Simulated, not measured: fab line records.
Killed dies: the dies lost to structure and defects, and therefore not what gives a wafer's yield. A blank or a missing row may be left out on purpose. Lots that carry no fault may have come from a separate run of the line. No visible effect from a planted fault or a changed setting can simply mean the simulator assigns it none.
Which tool did it? ; flow n5Finfet ; 9 lots with 27 wafers sampled at 4 steps, on a route of 1938 steps

WHAT EACH GAUGE READ, for each wafer
N5_HKMG_FIN_INSPECT_14: inspects for defects (macro).
lot;measured;on;rawDefectCount
L951;day 5 04:02;defectInspect-02;3 3 1
L952;day 5 07:20;defectInspect-01;18 13 25
L953;day 5 13:34;defectInspect-02;22 20 23
L954;day 5 21:19;defectInspect-01;4 1 1
L961;day 7 13:31;defectInspect-02;4 1 0
L962;day 7 20:49;defectInspect-01;3 2 2
L965;day 8 16:23;defectInspect-01;3 1 2
L969;day 9 17:25;defectInspect-02;1 1 1
L970;day 9 19:52;defectInspect-01;4 1 2

TOOL THAT RAN EACH LOT (tool first, then ch and the chambers of the sampled wafers, then the start)
lot;N5_DUMMY_REMOVAL_HM_STRIP_01;N5_HKMG_FIN_STRIP_57;N5_HKMG_FIN_ALD_36
L951;rieDiel-02 ch 1,2,3, day 4 23:03;rieDiel-05 ch 0,1,2, day 5 00:55;aldMetal-02 ch 0,1, day 5 02:50
L952;rieDiel-03 ch 0,1, day 5 02:20;rieDiel-05 ch 1,2, day 5 04:24;aldMetal-01 ch 0,2,3, day 5 06:15
L953;rieDiel-06 ch 1,3, day 5 08:06;rieDiel-05 ch 1,3, day 5 10:37;aldMetal-01 ch 0,2,3, day 5 12:29
L954;rieDiel-03 ch 0,1,2, day 5 16:01;rieDiel-05 ch 0,1,2, day 5 18:14;aldMetal-03 ch 1,2, day 5 20:05
L961;rieDiel-06 ch 1,3, day 7 08:22;rieDiel-04 ch 2,3, day 7 10:20;aldMetal-03 ch 1,3, day 7 12:19
L962;rieDiel-02 ch 0,3, day 7 15:49;rieDiel-01 ch 0,1, day 7 17:46;aldMetal-02 ch 0,1,3, day 7 19:36
L965;rieDiel-03 ch 1,2,3, day 8 11:22;rieDiel-04 ch 1,2,3, day 8 13:20;aldMetal-03 ch 0,1, day 8 15:10
L969;rieDiel-02 ch 2,3, day 9 12:05;rieDiel-01 ch 1,2, day 9 14:14;aldMetal-01 ch 0,3, day 9 16:13
L970;rieDiel-06 ch 0,1,3, day 9 14:56;rieDiel-01 ch 0,1,2, day 9 16:55;aldMetal-01 ch 2,3, day 9 18:47
- N5_DUMMY_REMOVAL_HM_STRIP_01: strips SiNx in CH3F/O2, stops on poly-Si, target depth 4 nm, time 6.8 s.
- N5_HKMG_FIN_STRIP_57: strips in CF4.
- N5_HKMG_FIN_ALD_36: deposits TiN, target thk 1 nm, pulse time 1 s, purge time 3 s.

THE ANSWER, worked out from the rows above alone
Rule: usual is defined by the lots themselves. Put in order of their means at a reading, lots are off if they are a third of the lots or fewer, leave a main group of 4 or more, and stand apart from it by a gap of 3 or more times the standard deviation of the main group's means; of several such gaps the widest counts. A main group whose means are all the same, to the digits that the tables above print for the reading, isn't used. A lot without any number at a reading at which 4 lots or more have one is off too. Where the step has rows for the other lots, those lots are counted as sound.
Off at N5_HKMG_FIN_INSPECT_14 (rawDefectCount): L952, L953. For the main group the mean is 2.0 and the standard deviation 0.45.
If a tool, at a process step before that reading, ran all the lots that are off and no sound lot after the first of them, it fits. Those tools and the gauges at N5_HKMG_FIN_INSPECT_14 are tried in the same way. Of those tried, none fits.

WHAT HAD BEEN PUT IN BY THE SIMULATOR
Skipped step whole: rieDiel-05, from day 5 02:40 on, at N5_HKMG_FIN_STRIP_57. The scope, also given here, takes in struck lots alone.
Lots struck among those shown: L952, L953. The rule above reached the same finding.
